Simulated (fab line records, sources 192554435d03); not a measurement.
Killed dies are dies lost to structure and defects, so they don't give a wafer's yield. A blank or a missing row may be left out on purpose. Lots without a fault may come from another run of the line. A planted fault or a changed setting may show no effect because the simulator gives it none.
Which tool did it? | flow n5_finfet | 9 lots, 27 wafers sampled, at 6 steps of a route of 1938

WHAT THE GAUGES READ, wafer by wafer
N5_HKMG_FIN_CD_MEAS_49: target cd 202 nm. Usual: cd_nm 202.1 nm, standard deviation 0.54.
lot  | measured    | on        | cd_nm (nm)        | flag
L932 | day 4 22:32 | cd_sem-03 | 201.7 201.9 202.2 |
L937 | day 6 10:43 | cd_sem-02 | 202.6 202.4 202.2 |
L940 | day 7 00:35 | cd_sem-02 | 206.2 205.7 205.9 | OFF
L941 | day 7 05:11 | cd_sem-01 | 205.1 205.4 205.0 | OFF
L942 | day 7 14:35 | cd_sem-03 | 205.2 205.2 204.9 | OFF
L946 | day 8 11:14 | cd_sem-02 | 201.8 202.2 202.4 |
L948 | day 9 05:11 | cd_sem-01 | 202.8 202.2 202.5 |
L949 | day 9 06:32 | cd_sem-01 | 201.7 201.9 201.8 |
L950 | day 9 22:58 | cd_sem-03 | 202.2 202.1 202.0 |

N5_HKMG_FIN_INSPECT_61: inspects for defects (macro). Usual: raw_defect_count 2.1, standard deviation 1.4.
lot  | measured    | on                | raw_defect_count | flag
L932 | day 4 22:35 | defect_inspect-02 | 2 2 1            |
L937 | day 6 10:46 | defect_inspect-01 | 2 4 3            |
L940 | day 7 00:38 | defect_inspect-01 | 4 1 2            |
L941 | day 7 05:15 | defect_inspect-01 | 2 1 0            |
L942 | day 7 14:39 | defect_inspect-01 | 2 0 0            |
L946 | day 8 11:17 | defect_inspect-02 | 1 3 2            |
L948 | day 9 05:14 | defect_inspect-02 | 1 1 0            |
L949 | day 9 06:35 | defect_inspect-02 | 1 3 4            |
L950 | day 9 23:01 | defect_inspect-02 | 3 4 2            |

N5_BEOL_M4_RC_MEAS_101. Usual: DIBL_N 36.4 mV/V, standard deviation 1.3; DIBL_P 36.5 mV/V, standard deviation 1.7; IOFF_N 0.154 nA/um, standard deviation 0.022; IOFF_P 0.202 nA/um, standard deviation 0.025; ION_N 671 uA/um, standard deviation 9.8; ION_P 460 uA/um, standard deviation 6.8; SS_N 71.6 mV/dec, standard deviation 0.54; SS_P 73.4 mV/dec, standard deviation 0.58; VT_N 250.9 mV, standard deviation 2.8; VT_P -251.4 mV, standard deviation 2.7.
lot  | measured     | on        | DIBL_N (mV/V)  | DIBL_P (mV/V)  | IOFF_N (nA/um)    | IOFF_P (nA/um)    | ION_N (uA/um) | ION_P (uA/um) | SS_N (mV/dec)  | SS_P (mV/dec)  | VT_N (mV)         | VT_P (mV)            | flag
L932 | day 8 10:06  | prober-02 | 36.4 38.7 38.6 | 36.5 38.8 38.8 | 0.135 0.172 0.176 | 0.171 0.203 0.202 | 662 678 676   | 448 453 450   | 70.7 71.6 71.8 | 72.7 74.2 73.7 | 251.5 247.7 247.2 | -255.8 -253.6 -253.1 |
L937 | day 10 08:23 | prober-01 | 36.8 34.7 35.9 | 37.6 35.0 36.6 | 0.163 0.129 0.149 | 0.205 0.174 0.195 | 674 655 672   | 460 453 467   | 71.6 71.5 71.7 | 73.1 73.2 73.2 | 249.0 253.7 250.0 | -249.7 -253.0 -250.1 |
L940 | day 10 14:14 | prober-01 | 35.9 35.8 35.6 | 38.8 39.1 38.8 | 0.157 0.153 0.147 | 0.192 0.191 0.182 | 673 665 672   | 458 458 452   | 71.7 71.6 71.8 | 73.6 73.8 73.1 | 249.1 251.6 252.3 | -254.4 -251.8 -254.5 |
L941 | day 10 14:43 | prober-02 | 36.2 35.1 34.2 | 36.7 35.4 33.9 | 0.164 0.143 0.132 | 0.205 0.187 0.176 | 681 671 671   | 464 459 458   | 71.7 71.8 71.3 | 72.6 72.5 72.5 | 250.9 252.5 251.3 | -250.8 -251.6 -253.4 |
L942 | day 11 21:34 | prober-02 | 35.3 36.9 35.7 | 35.9 37.8 35.5 | 0.150 0.181 0.150 | 0.196 0.220 0.189 | 689 689 674   | 471 467 462   | 71.5 72.5 71.9 | 73.8 73.8 73.2 | 247.1 248.2 249.2 | -252.5 -249.6 -251.8 |
L946 | day 12 06:35 | prober-02 | 38.0 37.6 37.0 | 37.3 37.1 36.4 | 0.181 0.163 0.157 | 0.232 0.225 0.221 | 661 672 671   | 451 461 463   | 72.6 72.0 71.7 | 73.1 73.5 73.4 | 249.9 252.3 250.5 | -248.6 -251.1 -250.3 |
L948 | day 13 07:52 | prober-01 | 37.1 37.6 37.2 | 35.6 37.3 37.7 | 0.163 0.188 0.193 | 0.198 0.241 0.248 | 661 676 687   | 449 463 469   | 71.9 71.9 71.4 | 73.7 74.4 73.6 | 250.8 244.2 246.1 | -252.9 -245.9 -245.7 |
L949 | day 12 23:37 | prober-02 | 38.7 37.7 38.3 | 40.7 40.3 41.4 | 0.203 0.184 0.213 | 0.250 0.238 0.267 | 671 675 679   | 462 457 461   | 73.0 72.1 72.4 | 74.1 74.4 73.9 | 248.8 249.9 248.1 | -248.9 -249.7 -247.8 |
L950 | day 13 22:59 | prober-01 | 34.7 35.0 35.2 | 34.7 35.3 36.0 | 0.130 0.134 0.145 | 0.191 0.199 0.215 | 662 679 672   | 459 466 464   | 71.6 70.6 71.2 | 72.5 72.7 72.4 | 253.3 251.0 250.8 | -251.2 -248.1 -249.1 |

WHICH TOOL RAN EACH LOT (tool, then ch and the chambers of the sampled wafers, then the start)
lot  | N5_SDB_ETCH_17                    | N5_HKMG_FIN_ALD_75              | N5_HKMG_FIN_EXPOSE_46
L932 | rie_diel-06 ch 0,1,2, day 4 16:43 | ald_hk-01 ch 0,3, day 4 22:04   | arfi_scanner-03 ch 0, day 4 22:25
L937 | rie_diel-02 ch 0,3, day 6 05:18   | ald_hk-01 ch 0,1, day 6 10:14   | arfi_scanner-03 ch 0, day 6 10:35
L940 | rie_diel-06 ch 0,1,3, day 6 18:38 | ald_hk-02 ch 0,1,3, day 7 00:07 | arfi_scanner-03 ch 0, day 7 00:28
L941 | rie_diel-05 ch 1,2,3, day 6 23:05 | ald_hk-01 ch 1,2,3, day 7 04:51 | arfi_scanner-03 ch 0, day 7 05:04
L942 | rie_diel-06 ch 0,2, day 7 08:46   | ald_hk-03 ch 1,3, day 7 14:15   | arfi_scanner-03 ch 0, day 7 14:29
L946 | rie_diel-05 ch 1,2,3, day 8 05:47 | ald_hk-03 ch 0,1,2, day 8 10:46 | arfi_scanner-01 ch 0, day 8 11:07
L948 | rie_diel-06 ch 0,2,3, day 8 23:25 | ald_hk-01 ch 0,3, day 9 04:51   | arfi_scanner-01 ch 0, day 9 05:04
L949 | rie_diel-06 ch 0,1,2, day 9 01:01 | ald_hk-02 ch 0,1, day 9 06:04   | arfi_scanner-02 ch 0, day 9 06:25
L950 | rie_diel-06 ch 1,2, day 9 17:04   | ald_hk-01 ch 1,2,3, day 9 22:29 | arfi_scanner-01 ch 0, day 9 22:51
- N5_SDB_ETCH_17: etches SiARC in CF4, target depth 23.4 nm, time 39 s.
- N5_HKMG_FIN_ALD_75: deposits Al2O3, target thk 1 nm, co reactant pulse time 1 s.
- N5_HKMG_FIN_EXPOSE_46: exposes mask NDIPOLE.

WHAT THE TOOLS THEMSELVES READ (means of the sampled wafers that have a number; where no wafer has one, the mark that the record gives instead)
N5_SDB_ETCH_17. Usual: drypump_motor_current_A 5.8 A, standard deviation 0.34; etch_rf_on_time_s 39.1 s, standard deviation 0.59; oes_product_au 0.67 a.u., standard deviation 0.081; rf_vpp_V 183.6 V, standard deviation 0.96; showerhead_plenum_p_Torr 2.10 Torr, standard deviation 0.046; throttle_valve_pct 15.67 %, standard deviation 0.24.
lot  | tool        | drypump_motor_current_A (A) | etch_rf_on_time_s (s) | oes_product_au (a.u.) | rf_vpp_V (V) | showerhead_plenum_p_Torr (Torr) | throttle_valve_pct (%) | flag
L932 | rie_diel-06 | 5.9                         | 39.1                  | 0.61                  | 182.8        | 2.12                            | 15.75                  |
L937 | rie_diel-02 | 6.0                         | 40.0                  | 0.61                  | 182.6        | 2.05                            | 15.88                  |
L940 | rie_diel-06 | 6.0                         | 39.2                  | 0.71                  | 183.6        | 2.11                            | 15.64                  |
L941 | rie_diel-05 | 5.7                         | 38.5                  | 0.68                  | 183.7        | 2.14                            | 15.66                  |
L942 | rie_diel-06 | 5.8                         | 38.4                  | 0.83                  | 183.4        | 2.11                            | 15.34                  |
L946 | rie_diel-05 | 5.7                         | 39.5                  | 0.74                  | 184.6        | 2.14                            | 15.52                  |
L948 | rie_diel-06 | 6.0                         | 38.9                  | 0.75                  | 183.9        | 2.09                            | 15.45                  |
L949 | rie_diel-06 | 5.9                         | 39.0                  | 0.73                  | 183.9        | 2.11                            | 15.49                  |
L950 | rie_diel-06 | 5.9                         | 39.2                  | 0.68                  | 184.0        | 2.12                            | 15.61                  |

N5_HKMG_FIN_ALD_75. Usual: heater_power_w 153 W, standard deviation 11; precursor_pulse_height_rel 1.001, standard deviation 0.019.
lot  | tool      | heater_power_w (W) | precursor_pulse_height_rel | flag
L932 | ald_hk-01 | 147                | 1.013                      |
L937 | ald_hk-01 | 153                | 1.020                      |
L940 | ald_hk-02 | 157                | 1.007                      |
L941 | ald_hk-01 | 162                | 1.004                      |
L942 | ald_hk-03 | 140                | 1.003                      |
L946 | ald_hk-03 | 150                | 1.007                      |
L948 | ald_hk-01 | 149                | 1.006                      |
L949 | ald_hk-02 | 153                | 1.004                      |
L950 | ald_hk-01 | 162                | 0.996                      |

N5_HKMG_FIN_EXPOSE_46. Usual: exposure_dose_mJ_cm2 39.96, standard deviation 0.038.
lot  | tool            | exposure_dose_mJ_cm2 | flag
L932 | arfi_scanner-03 | 39.95                |
L937 | arfi_scanner-03 | 39.94                |
L940 | arfi_scanner-03 | 42.82                | OFF
L941 | arfi_scanner-03 | 42.29                | OFF
L942 | arfi_scanner-03 | 41.77                | OFF
L946 | arfi_scanner-01 | 39.96                |
L948 | arfi_scanner-01 | 39.97                |
L949 | arfi_scanner-02 | 39.99                |
L950 | arfi_scanner-01 | 39.96                |

THE ANSWER, worked out from the rows above alone
Rule: a lot is off if the mean of its wafers that have a number lies more than 3 standard deviations from the usual mean. A lot without any number at a reading at which 4 lots or more have one is off too. The other lots that the step has rows for count as sound. The gauges are gone through in route order, then the tools' own readings, and for those a lot's mean is taken as printed above. The first step at which some lot is off is used, and at that step the reading that is off furthest; a lot without a number counts as furthest.
Off: L940, L941, L942, at N5_HKMG_FIN_CD_MEAS_49 (cd_nm).
A tool fits if, at a process step before that reading, it ran every lot that is off, and no sound lot after the first of them. The gauges at N5_HKMG_FIN_CD_MEAS_49 aren't tried: what is off there is off at N5_HKMG_FIN_EXPOSE_46 too, on other tools, and a gauge's error can't cause that. One fits: arfi_scanner-03 at N5_HKMG_FIN_EXPOSE_46. Its last sound lot is L937 (day 6 10:35), its first lot that is off L940 (day 7 00:28): a fault that began between those two fits.
The tool's own readings at N5_HKMG_FIN_EXPOSE_46 bear it out: on the lots that are off they differ by more than 5 times the standard deviation of the sound lots' means. exposure_dose_mJ_cm2 reads 42.29 there against 39.96 on the sound lots.

WHAT THE SIMULATOR HAD PUT IN
Process parameter drift: arfi_scanner-03, from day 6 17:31 on, at N5_HKMG_FIN_EXPOSE_46. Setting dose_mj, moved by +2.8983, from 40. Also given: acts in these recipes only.
Lots struck among those shown: L940, L941, L942. The rule above found the same.
